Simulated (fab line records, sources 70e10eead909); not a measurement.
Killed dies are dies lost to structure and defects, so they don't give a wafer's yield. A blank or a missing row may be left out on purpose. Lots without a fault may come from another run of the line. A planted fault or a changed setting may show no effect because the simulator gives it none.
A struck lot beside a sound one | flow nand_harc | 39 steps out of a route of 1302
Sound: wafers L260.2, L260.3, L260.4. Struck: wafer L273.5. (L273.2, L273.3 of the same lot were not struck and are left out.) The cause comes at the end.
At each step with rows: each side's tool, then ch and its chambers, then its first start. Under that, the readings that differ: sound wafers | struck wafers | difference of the means | sigmas: that difference in standard deviations of wafers without a fault.
alike: readings whose means differ by less than 2 such deviations, and words and numbers that are the same on both sides. not compared: withheld readings, readings that some wafer has no value for, bounds like >300 that may hide the same value, and numbers for which the record gives no deviation and whose values overlap.
The two part at a step that has a row with sigmas, a row that says differs or no value, or rows on one side only. Numbers that don't overlap but have no deviation are shown without sigmas and don't part them. A reading that every wafer of one side lacks parts them only if that side has two wafers or more.

first, 3 steps without rows for these wafers: NHARC_A_BONDPAD_EXPOSE_06 (exposes mask A BPAD); NHARC_A_BONDPAD_PEB_07 (peb time 80 s); NHARC_A_BONDPAD_DEVELOP_08 (time 50 s).
NHARC_A_BONDPAD_CD_MEAS_09: target cd 500 nm.
  sound on cd_sem-01 ch 0, day 22 22:09; struck on cd_sem-01 ch 0, day 28 08:18
  alike: cd_nm
NHARC_A_BONDPAD_OVL_MEAS_35:
  sound on overlay-01, day 22 22:14; struck on overlay-02, day 28 08:23
  alike: overlay_x_nm, overlay_y_nm
then, 1 step without rows for these wafers: NHARC_A_BONDPAD_HARDBAKE_10 (time 65 s).
NHARC_A_BONDPAD_DESCUM_11: chemistry O2, time 3 s.
  sound on rie_diel-09 ch 0,1,2, day 22 22:22; struck on rie_diel-09 ch 2, day 28 08:32
  alike: drypump_motor_current_A, oes_product_au, rf_vpp_V, showerhead_plenum_p_Torr, throttle_valve_pct
  not compared: rf_hours_counter_h
NHARC_A_BONDPAD_ETCH_34: etches the open film in N2/H2, target depth 60 nm, overetch 18 nm, time 65.91 s.
  sound on rie_diel-09 ch 0,1,2, day 22 22:27; struck on rie_diel-09 ch 2, day 28 08:39
  alike: drypump_motor_current_A, oes_product_au, rf_vpp_V, showerhead_plenum_p_Torr, throttle_valve_pct
  not compared: rf_hours_counter_h
then, 1 step without rows for these wafers: NHARC_A_BONDPAD_ETCH_12 (etches the open film in CHF3/O2, target depth 220 nm, time 110 s).
NHARC_A_BONDPAD_CD_MEAS_13:
  sound on cd_sem-02, day 22 22:41; struck on cd_sem-03, day 28 08:59
  alike: cd_nm
then, 2 steps without rows for these wafers: NHARC_A_BONDPAD_STRIP_15 (strips in O2); NHARC_A_BONDPAD_ETCH_24 (etches the open film in CF4/N2, target depth 30 nm, time 72.99 s).
NHARC_A_BONDPAD_STRIP_16: strips in post etch residue remover, time 600 s.
  sound on wet_bench-10 ch 2,5,6, day 22 23:02; struck on wet_bench-10 ch 4, day 28 09:20
  alike: bath_heat_duty_pct
then, 2 steps without rows for these wafers: NHARC_A_BONDPAD_DEGAS_25 (time 60 s); NHARC_A_BONDPAD_PRE_CLEAN_26 (time 30 s).
NHARC_A_BONDPAD_PVD_17: deposits TaN, target thk 5 nm, time 8.06 s.
  sound on pvd_sputter-01; struck on pvd_sputter-01
  alike: cathode_dc_power_W, throttle_valve_pct
then, 3 steps without rows for these wafers: NHARC_A_BONDPAD_PVD_27 (deposits Cu, target thk 30 nm, time 20.49 s); NHARC_A_BONDPAD_ECD_18 (material Cu, target thk 400 nm); NHARC_A_BONDPAD_ANNEAL_28 (time 90 s).
NHARC_A_BONDPAD_CMP_19: polishes, t overpolish 30 s, cu recess touch 16 s, target thk 169.82 nm.
  sound on cmp-04 ch 0,2,3, day 23 00:23; struck on cmp-02 ch 1, day 28 10:45
  reading             | sound          | struck | difference | sigmas
  motor_current_A (A) | 11.6 12.0 12.6 | 10.1   | -2.0       | -2
  alike: overpolish_run_s
NHARC_A_BONDPAD_THK_MEAS_20: measures by xrf.
  sound on film_metro-01, day 23 00:42; struck on film_metro-02, day 28 11:01
  alike: thk_nm
then, 1 step without rows for these wafers: NHARC_A_BONDPAD_SRD_21 (time 30 s, dry time 20 s).
NHARC_HYBRID_BOND_ACTIVATE_00: chemistry N2, time 60 s.
  sound on rie_diel-06 ch 0,1,3, day 23 00:59; struck on rie_diel-06 ch 1, day 28 11:17
  alike: drypump_motor_current_A, oes_product_au, rf_vpp_V, showerhead_plenum_p_Torr
  not compared: rf_hours_counter_h
then, 4 steps without rows for these wafers: NHARC_HYBRID_BOND_PRECLEAN_01 (cleans in DIW, time 300 s); NHARC_HYBRID_BOND_SRD_02 (time 30 s, dry time 20 s); NHARC_HYBRID_BOND_BOND_03; NHARC_HYBRID_BOND_ANNEAL_04 (time 7200 s).
NHARC_HYBRID_BOND_OVL_MEAS_05:
  sound on overlay-01, day 23 09:11; struck on overlay-01, day 28 19:35
  alike: overlay_x_nm, overlay_y_nm
then, 2 steps without rows for these wafers: NHARC_THIN_TSV_GRIND_00; NHARC_THIN_TSV_CMP_01 (polishes).
NHARC_THIN_TSV_THK_MEAS_02: measures by ir.
  sound on film_metro-02, day 23 12:04; struck on film_metro-02, day 28 22:30
  alike: thk_nm
then, 7 steps without rows for these wafers: NHARC_THIN_TSV_SRD_03; NHARC_THIN_TSV_PRECLEAN_41 (cleans in SC1); NHARC_THIN_TSV_SRD_42; NHARC_THIN_TSV_DEP_43 (deposits SiO2, target thk 1328.5 nm); NHARC_THIN_TSV_DEHYDRATE_04 (time 120 s); NHARC_THIN_TSV_HMDS_05 (time 30 s); NHARC_THIN_TSV_COAT_06.
NHARC_END_SORT_01:
  the record has rows for the struck wafers here (prober-01 ch 0, day 29 16:43) and none for the sound ones

WHERE THEY PART
First at NHARC_A_BONDPAD_CMP_19; last, within this record, at NHARC_END_SORT_01.

WHY: what the simulator had put in
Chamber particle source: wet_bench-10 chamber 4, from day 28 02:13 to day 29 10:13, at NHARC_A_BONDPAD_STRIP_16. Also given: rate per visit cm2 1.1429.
